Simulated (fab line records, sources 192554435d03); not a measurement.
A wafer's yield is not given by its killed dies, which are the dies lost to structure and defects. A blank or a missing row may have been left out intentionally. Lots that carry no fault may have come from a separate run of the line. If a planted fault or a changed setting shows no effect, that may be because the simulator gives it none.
One fault seen from 2 desks ; flow n5Finfet ; every desk sees just its own numbers, and what lay behind them comes last

METROLOGY DESK
Lot by lot, what the gauges showed, no matter which tool ran the lot: averages of those sampled wafers that carry a number. A lot is out of limits, marked OUT, if its mean lies more than 4 standard deviations from the usual mean; the brackets give that distance.
Columns: A = cdNm at N5_MIM_BOT_LITHO_CD_MEAS_08, usual 3000.6 nm
lot;first seen here;A
L481;day 12 09:44;3000.4
L479;day 12 17:41;2998.8
L480;day 12 19:26;3003.5
L484;day 13 14:31;2998.7
L485;day 13 16:16;3001.4
L486;day 14 00:23;3000.5
L488;day 14 11:26;3003.6
L489;day 14 15:40;3001.7
L490;day 15 00:53;3002.7
L498;day 16 06:15;3001.6
L499;day 17 00:15;2999.0
Finding of this desk: none of the 11 lots has anything out of limits.

DESK OF THE TOOL OWNER: wetBench-04
The tool's own readings at N5_HKMG_FIN_WET_ETCH_87 (etches TiN in SC1, time 154.2 s, target depth 4.7 nm, rinse time 30 s): means of the sampled wafers that have a number, for each lot that ran on this tool. A lot is out of limits, marked OUT, if its mean lies more than 4 standard deviations from the usual mean; the brackets give that distance.
Columns: A = bathGuardTempC at N5_HKMG_FIN_WET_ETCH_87, usual 50.0 C; B = h2o2FlowMLMin at N5_HKMG_FIN_WET_ETCH_87, usual 69.77
lot;first seen here;A;B
L479;day 4 02:40;49.9;69.56
L480;day 4 10:26;50.3;69.64
L481;day 4 16:54;50.6;69.81
L485;day 5 18:11;49.9;69.89
L486;day 6 00:22;50.1;69.91
L488;day 6 08:44;49.8;69.84
L489;day 6 16:34;50.6;69.59
L490;day 7 05:01;50.0;70.02
Finding of this desk: none of the 8 lots has anything out of limits.

PUT TOGETHER
The metrology desk saw nothing out of limits.
The desk of the tool owner found nothing out of limits.

WHAT WAS PUT IN BY THE SIMULATOR
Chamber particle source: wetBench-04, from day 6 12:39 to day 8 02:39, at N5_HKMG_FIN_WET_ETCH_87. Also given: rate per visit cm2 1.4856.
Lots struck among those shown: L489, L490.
